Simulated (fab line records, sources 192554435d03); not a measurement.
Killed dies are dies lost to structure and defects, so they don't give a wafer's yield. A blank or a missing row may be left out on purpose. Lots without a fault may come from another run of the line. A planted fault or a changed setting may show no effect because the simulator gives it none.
One fault seen from 2 desks | flow n5_finfet | each desk has only its own numbers; what lay behind them comes last

THE METROLOGY DESK
What the gauges read, lot by lot, whatever tool the lot ran on: means of the sampled wafers that have a number. A lot is out of limits, marked OUT, if its mean lies more than 4 standard deviations from the usual mean; the brackets give that distance.
Columns: A = cd_nm at N5_BEOL_M10_CD_MEAS_35, usual 70.7 nm
lot  | first seen here | A
L151 | day 10 21:10    | 71.1
L150 | day 10 22:13    | 70.6
L155 | day 11 21:34    | 70.0
L157 | day 12 00:29    | 70.6
L156 | day 12 03:29    | 71.7
L158 | day 12 18:20    | 71.4
L159 | day 12 22:07    | 70.5
L160 | day 13 04:52    | 70.1
L163 | day 13 15:09    | 70.8
L162 | day 13 20:33    | 70.9
L164 | day 14 06:55    | 69.9
L166 | day 14 14:31    | 70.4
This desk's finding: nothing out of limits on any of the 12 lots.

THE TOOL OWNER'S DESK: ald_metal-02
The tool's own readings at N5_BEOL_M10_ALD_74 (deposits TaN, target thk 2 nm, pulse time 2 s, purge time 3 s): means of the sampled wafers that have a number, for each lot that ran on this tool. A lot is out of limits, marked OUT, if its mean lies more than 4 standard deviations from the usual mean; the brackets give that distance.
Columns: A = heater_power_w at N5_BEOL_M10_ALD_74, usual 394 W
lot  | first seen here | A
L151 | day 10 22:02    | 397
L155 | day 11 22:05    | 432
L156 | day 12 04:35    | 418
L163 | day 13 17:16    | 402
L162 | day 13 21:02    | 371
L164 | day 14 07:32    | 392
L166 | day 14 15:16    | 370
This desk's finding: nothing out of limits on any of the 7 lots.

PUT TOGETHER
The metrology desk saw nothing out of limits.
The tool owner's desk saw nothing out of limits.

WHAT THE SIMULATOR HAD PUT IN
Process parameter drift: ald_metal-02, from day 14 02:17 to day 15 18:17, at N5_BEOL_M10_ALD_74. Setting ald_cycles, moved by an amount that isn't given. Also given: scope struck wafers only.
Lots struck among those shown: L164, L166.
